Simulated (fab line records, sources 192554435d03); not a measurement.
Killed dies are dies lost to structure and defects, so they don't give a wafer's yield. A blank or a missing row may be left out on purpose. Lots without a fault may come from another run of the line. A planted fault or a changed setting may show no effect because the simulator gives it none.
fab line records | flow n5_finfet
record lots=5 wafers=15 last_day=17
route steps=1938 shown BEOL_M13@1681
lots that met no fault: from a run of the same line without faults
start_h: hours from the record's first day to the start of the lot's first wafer shown | wait_h: hours since the lot's step before | " the same as in the row above | L1.1+2: a row that stands for several wafers | - no value, or no start given | * or withheld: withheld | < > ~ a bound
route shown NAME@n: a module of which the file shows steps, and the number in the route of the first | usual: mean/standard deviation of fault-free wafers | same: alike in all rows | chamber/n: place in a boat | sites: the reading at each site | _std_site: their standard deviation | _edge_site: outer sites' mean less inner sites' | radius_mm: how far each site lies from the wafer's centre | mask NAME#n: copy n | behind: the tool/chamber that last shaped the wafer | hold: why the lot was held/for how many hours/how that ended | device: the transistor (n, p or np) that didn't switch | end of line: the same wafers' tests at the end of the route | a step without rows: its recipe alone | killed: dies lost to structure and defects at the first sort, not the wafer's yield | map: a wafer's dies, x killed, . not, _ none there
set.NAME: the setting as run; set.NAME@STEP: as run at that earlier step | model.NAME: the simulator's own value behind a step, which no gauge read
lots at some steps of the route; a table a step, a row a wafer
services: from which hour (start_h, from the record's first day; less than 0 if before it) a tool's chamber was out of use, for how many hours, and why
## steps
# step N5_BEOL_M13_COAT_66
# recipe resist=SiARC temp_c=220 time_s=60 spin_rpm=1500 resist_thk_nm=110
# step N5_BEOL_M13_COAT_22
# recipe spin_rpm=2888 resist_thk_nm=300
# step N5_BEOL_M13_EBR_24
# recipe solvent=PGMEA ebr_width_mm=1.5
# step N5_BEOL_M13_SOFTBAKE_23
# recipe temp_c=130 time_s=60
# step N5_BEOL_M13_EXPOSE_25
# recipe mask_id=M13 na=0.93 source_shape=conventional sigma_outer=0.4 polarization=unpolarized target_cd_nm=210 dose_mj=22
# step N5_BEOL_M13_PEB_26
# recipe peb_temp_c=130 peb_time_s=90
# step N5_BEOL_M13_DEVELOP_27
# recipe develop_time_s=45 rinse_liquid=diw dry=air_spin dev_temp_c=21
# step N5_BEOL_M13_HARDBAKE_32
# recipe temp_c=130 time_s=120
# step N5_BEOL_M13_CD_MEAS_28
# recipe target_cd_nm=209.5 landing_energy_ev=500 detector=se_inlens
# usual cd_nm=209.1/1.1
# columns lot.wafer tool chamber start_h wait_h cd_nm
L612.1 cd_sem-02 0 233.38 - 208.7
L612.3 " 0 " " 210.6
L612.6 " 0 " " 209.7
L618.4 cd_sem-03 0 283.39 - 208.4
L618.5 " 0 " " 209.0
L618.6 " 0 " " 210.1
L621.2 cd_sem-02 0 312.42 - 206.5
L621.4 " 0 " " 209.1
L621.5 " 0 " " 207.7
L631.1 cd_sem-01 0 352.85 - 209.6
L631.3 " 0 " " 208.3
L631.4 " 0 " " 208.8
L633.4 cd_sem-03 0 377.21 - 211.6
L633.5 " 0 " " 209.5
L633.6 " 0 " " 210.8
# step N5_BEOL_M13_OVL_MEAS_29
# recipe points_per_wafer=44
# usual M13_OVL=-1/5
# same points_per_wafer=44
# columns lot.wafer tool chamber start_h wait_h M13_OVL[nm]
L612.1 overlay-02 0 233.41 0.0 -2
L612.3 " 0 " " -4
L612.6 " 0 " " -8
L618.4 overlay-02 0 283.42 0.0 5
L618.5 " 0 " " 1
L618.6 " 0 " " 9
L621.2 overlay-01 0 312.45 0.0 4
L621.4 " 0 " " 2
L621.5 " 0 " " 1
L631.1 overlay-01 0 352.88 0.0 1
L631.3 " 0 " " -1
L631.4 " 0 " " 0
L633.4 overlay-01 0 377.23 0.0 1
L633.5 " 0 " " 2
L633.6 " 0 " " 5
# step N5_BEOL_M13_INSPECT_30
# recipe mode=adi inspect_instrument=macro
# usual raw_defect_count=2.1/1.4
# columns lot.wafer tool chamber start_h wait_h raw_defect_count
L612.1 defect_inspect-02 - 233.43 0.0 6
L612.3 " - " " 0
L612.6 " - " " 3
L618.4 defect_inspect-01 - 283.44 0.0 2
L618.5 " - " " 1
L618.6 " - " " 4
L621.2 defect_inspect-01 - 312.48 0.0 2
L621.4 " - " " 4
L621.5 " - " " 1
L631.1 defect_inspect-02 - 352.90 0.0 2
L631.3 " - " " 4
L631.4 " - " " 2
L633.4 defect_inspect-02 - 377.26 0.0 0
L633.5 " - " " 4
L633.6 " - " " 3
# step N5_BEOL_M13_DESCUM_33
# recipe chemistry=O2 time_s=7.9 source_power_w=50 bias_power_w=20 pressure_mtorr=20 rf_frequency_hz=2.712e+07 temp_c=40 o2_flow_sccm=225
# usual drypump_motor_current_A=5.7/0.52 oes_product_au=0.78/0.087 rf_vpp_V=243.8/1.5 showerhead_plenum_p_Torr=2.13/0.079 throttle_valve_pct=20.44/0.26
# same time_s=7.9
# columns lot.wafer tool chamber start_h wait_h drypump_motor_current_A oes_product_au rf_hours_counter_h rf_vpp_V showerhead_plenum_p_Torr throttle_valve_pct
L612.1 rie_diel-02 2 233.46 0.0 5.0 0.95 19 245.8 2.21 19.97
L612.3 " 3 " " 5.5 0.74 168 244.3 2.16 20.56
L612.6 " 2 " " 5.0 0.94 - 244.1 2.21 19.98
L618.4 rie_diel-06 2 283.48 0.0 5.9 0.90 17 241.9 2.05 20.34
L618.5 " 3 " " 6.5 0.71 - 243.0 2.16 20.32
L618.6 " 2 " " 5.9 0.90 - 242.9 2.05 20.31
L621.2 rie_diel-06 0 312.51 0.0 5.1 0.70 195 241.1 1.97 20.42
L621.4 " 2 " " 5.9 0.90 24 242.1 2.04 20.33
L621.5 " 1 " " 6.6 0.82 - 245.4 2.19 20.05
L631.1 rie_diel-02 2 353.07 0.2 5.0 0.88 50 245.4 2.20 20.01
L631.3 " 3 " " 5.5 0.72 200 243.9 2.15 20.61
L631.4 " 0 " " 5.2 0.71 207 243.8 2.17 20.93
L633.4 rie_diel-02 3 377.35 0.1 5.5 0.71 207 244.9 2.15 20.62
L633.5 " 0 " " 5.2 0.71 - 244.7 2.16 20.94
L633.6 " 1 " " 5.6 0.88 - 245.5 2.21 20.75
# step N5_BEOL_M13_ETCH_67
# recipe chemistry=CF4 target=SiARC target_depth_a=1430 time_s=238.3 ion_energy_ev=80 pressure_mtorr=40 source_w=545 bias_w=36 Ar_flow_sccm=100 cf4_flow_sccm=100 ends=cleared
# usual bias_w=35.99/0.12 drypump_motor_current_A=5.7/0.53 etch_rf_on_time_s=238/6.6 mfc_ar_sccm=99.99/0.3 oes_product_au=0.67/0.075 rf_vpp_V=184.5/1.3 showerhead_plenum_p_Torr=2.18/0.076 throttle_valve_pct=15.65/0.23
# columns lot.wafer tool chamber start_h wait_h bias_w drypump_motor_current_A etch_rf_on_time_s mfc_ar_sccm oes_product_au rf_hours_counter_h rf_vpp_V showerhead_plenum_p_Torr throttle_valve_pct
L612.1 rie_diel-02 2 233.50 0.0 35.82 5.0 238 99.76 0.78 19 185.6 2.28 15.27
L612.3 " 3 " " 36.20 5.5 234 99.89 0.63 168 184.4 2.22 15.88
L612.6 " 2 " " 36.00 5.0 236 100.12 0.79 - 186.6 2.28 15.27
L618.4 rie_diel-06 2 283.51 0.0 36.02 5.9 224 99.38 0.79 17 183.3 2.10 15.52
L618.5 " 3 " " 36.13 6.5 248 100.04 0.60 - 185.3 2.21 15.54
L618.6 " 2 " " 36.12 5.8 226 99.78 0.79 - 184.7 2.10 15.54
L621.2 rie_diel-06 0 312.55 0.0 34.15 5.1 241 99.86 0.60 195 176.1 2.03 15.72
L621.4 " 2 " " 36.19 5.9 226 99.75 0.77 24 182.9 2.10 15.52
L621.5 " 1 " " 35.76 6.6 240 100.35 0.70 - 185.5 2.25 15.33
L631.1 rie_diel-02 2 353.11 0.0 36.11 5.0 238 100.16 0.75 50 184.6 2.27 15.34
L631.3 " 3 " " 36.22 5.5 238 99.69 0.61 200 186.2 2.21 15.93
L631.4 " 0 " " 35.84 5.1 239 99.66 0.60 207 185.4 2.20 16.08
L633.4 rie_diel-02 3 377.39 0.0 36.06 5.5 238 100.05 0.60 207 184.7 2.21 15.93
L633.5 " 0 " " 36.00 5.2 240 99.72 0.60 - 185.9 2.20 16.09
L633.6 " 1 " " 36.34 5.7 229 99.76 0.76 - 185.8 2.24 15.71
# step N5_BEOL_M13_ETCH_68
# recipe chemistry=N2/H2 target=SOC mask_material=SiARC source_w=3000 bias_w=350 temp_c=40 time_s=355 ion_energy_ev=200 pressure_mtorr=30 n2_flow_sccm=200 h2_flow_sccm=200
# usual bias_w=350.1/1.1 drypump_motor_current_A=5.7/0.53 h2_flow_sccm=200.0/0.53 n2_flow_sccm=199.9/0.59 oes_product_au=0.78/0.086 rf_vpp_V=525.3/2.6 showerhead_plenum_p_Torr=2.60/0.098 throttle_valve_pct=17.84/0.27
# same time_s=355
# columns lot.wafer tool chamber start_h wait_h bias_w drypump_motor_current_A h2_flow_sccm n2_flow_sccm oes_product_au rf_hours_counter_h rf_vpp_V showerhead_plenum_p_Torr throttle_valve_pct
L612.1 rie_diel-02 2 233.65 0.1 349.5 5.0 200.4 200.0 0.93 19 529.8 2.70 17.32
L612.3 " 3 " " 350.4 5.5 200.4 199.4 0.74 168 525.5 2.64 17.97
L612.6 " 2 " " 350.4 5.0 199.8 200.3 0.94 - 528.2 2.70 17.31
L618.4 rie_diel-06 2 283.66 0.1 349.3 5.9 200.2 199.5 0.90 18 521.1 2.49 17.71
L618.5 " 3 " " 349.9 6.5 199.7 200.2 0.71 - 525.7 2.63 17.73
L618.6 " 2 " " 348.7 5.9 200.8 200.2 0.90 - 523.4 2.49 17.70
L621.2 rie_diel-06 0 312.69 0.1 350.4 5.1 199.5 200.2 0.72 195 521.0 2.41 17.73
L621.4 " 2 " " 351.3 5.9 200.0 199.1 0.88 24 522.6 2.49 17.70
L621.5 " 1 " " 348.4 6.6 199.7 201.1 0.83 - 524.8 2.69 17.52
L631.1 rie_diel-02 2 353.25 0.1 350.9 5.0 199.6 199.4 0.88 50 527.9 2.69 17.36
L631.3 " 3 " " 349.9 5.5 200.8 200.0 0.71 201 527.2 2.63 18.04
L631.4 " 0 " " 350.3 5.2 199.8 199.2 0.70 207 527.2 2.61 18.07
L633.4 rie_diel-02 3 377.53 0.1 350.7 5.5 200.0 199.8 0.71 207 525.2 2.62 18.04
L633.5 " 0 " " 349.3 5.2 199.7 200.2 0.69 - 524.9 2.61 18.08
L633.6 " 1 " " 349.1 5.7 199.5 199.8 0.88 - 527.7 2.70 18.21
## services
# columns tool chamber start_h hours kind
rie_diel-02 2 209.65 5.9 repair
rie_diel-06 - 213.63 0.3 repair
rie_diel-06 2 290.72 8.7 repair
rie_diel-06 1 313.56 3.6 repair
rie_diel-06 - 324.61 2.8 pm
rie_diel-02 2 330.09 1.6 repair
rie_diel-06 0 339.69 7.4 repair
## key
first_sign step=N5_BEOL_M13_ETCH_67 reading=bias_w direction=down sigmas=16 usual=* struck=*
effect step=N5_BEOL_M13_ETCH_67 reading=rf_vpp_V direction=down sigmas=6.4 usual=184.5 struck=176.1
met_at N5_BEOL_M13_ETCH_67
struck_wafers L621.2
fault kind=process_parameter_drift tool=rie_diel-06 chamber=0 onset_h=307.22 steps=N5_BEOL_M13_ETCH_67 channel=bias_w offset=* shape=step end_h=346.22 acts_in=* stated=*
